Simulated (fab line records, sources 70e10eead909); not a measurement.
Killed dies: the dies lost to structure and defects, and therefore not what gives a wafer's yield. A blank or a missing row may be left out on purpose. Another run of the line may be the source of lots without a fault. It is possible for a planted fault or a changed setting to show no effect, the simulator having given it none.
2 desks, one fault + flow nandHarc + what lay behind the numbers comes last; until then each desk has only its own

== FROM THE METROLOGY DESK ==
What the gauges read for every lot (on any tool): the sampled wafers with a number, averaged. A lot is out of limits, marked OUT, if its mean lies more than 4 standard deviations from the usual mean; the brackets give that distance.
Columns: A = thkNm at NHARC_A_M1_THK_MEAS_24, usual 154.2 nm
| lot  | first seen here | A     |
|------|-----------------|-------|
| L366 | day 18 09:32    | 154.2 |
| L364 | day 18 11:17    | 154.3 |
| L365 | day 18 14:34    | 153.1 |
| L368 | day 18 16:42    | 155.6 |
| L367 | day 19 01:03    | 154.0 |
| L370 | day 19 06:17    | 154.3 |
| L372 | day 19 22:29    | 153.5 |
| L373 | day 20 04:40    | 154.4 |
| L377 | day 20 15:54    | 153.9 |
| L375 | day 21 02:17    | 154.2 |
| L384 | day 22 11:38    | 154.7 |
| L385 | day 22 16:37    | 154.3 |
Result from this desk: across the 12 lots, nothing is out of limits.

== THE TOOL OWNER'S DESK: rieDiel-01 ==
The tool's own readings at NHARC_P_M2_ETCH_28 (etches the open film in CF4/N2, target depth 30 nm, time 72.99 s): means of the sampled wafers that have a number, for each lot that ran on this tool. A lot is out of limits, marked OUT, if its mean lies more than 4 standard deviations from the usual mean; the brackets give that distance.
Columns: A = biasW at NHARC_P_M2_ETCH_28, usual 99.97 W; B = drypumpMotorCurrentA at NHARC_P_M2_ETCH_28, usual 5.8 A; C = oesProductAu at NHARC_P_M2_ETCH_28, usual 0.996 a.u.; D = rfVppV at NHARC_P_M2_ETCH_28, usual 313.5 V; E = showerheadPlenumPTorr at NHARC_P_M2_ETCH_28, usual 2.58 Torr; F = throttleValvePct at NHARC_P_M2_ETCH_28, usual 19.794 %
| lot  | first seen here | A      | B   | C     | D     | E    | F      |
|------|-----------------|--------|-----|-------|-------|------|--------|
| L366 | day 6 10:58     | 99.87  | 6.0 | 1.003 | 313.6 | 2.57 | 19.792 |
| L365 | day 6 15:35     | 99.72  | 6.2 | 0.991 | 312.3 | 2.47 | 19.798 |
| L367 | day 7 06:45     | 99.81  | 6.0 | 0.991 | 313.3 | 2.57 | 19.793 |
| L373 | day 8 15:40     | 100.21 | 6.0 | 0.987 | 312.9 | 2.57 | 19.792 |
| L375 | day 8 22:12     | 100.15 | 5.7 | 0.993 | 313.6 | 2.57 | 19.803 |
| L377 | day 9 11:01     | 99.89  | 5.9 | 0.994 | 311.5 | 2.47 | 19.793 |
| L384 | day 11 05:43    | 100.02 | 5.5 | 0.982 | 315.9 | 2.67 | 19.794 |
| L385 | day 11 11:22    | 100.07 | 5.7 | 0.985 | 313.5 | 2.57 | 19.793 |
Result from this desk: across the 8 lots, nothing is out of limits.

== TAKEN TOGETHER ==
Metrology desk: nothing out of limits seen.
The desk of the tool owner found nothing out of limits.

== WHAT WAS PUT IN BY THE SIMULATOR ==
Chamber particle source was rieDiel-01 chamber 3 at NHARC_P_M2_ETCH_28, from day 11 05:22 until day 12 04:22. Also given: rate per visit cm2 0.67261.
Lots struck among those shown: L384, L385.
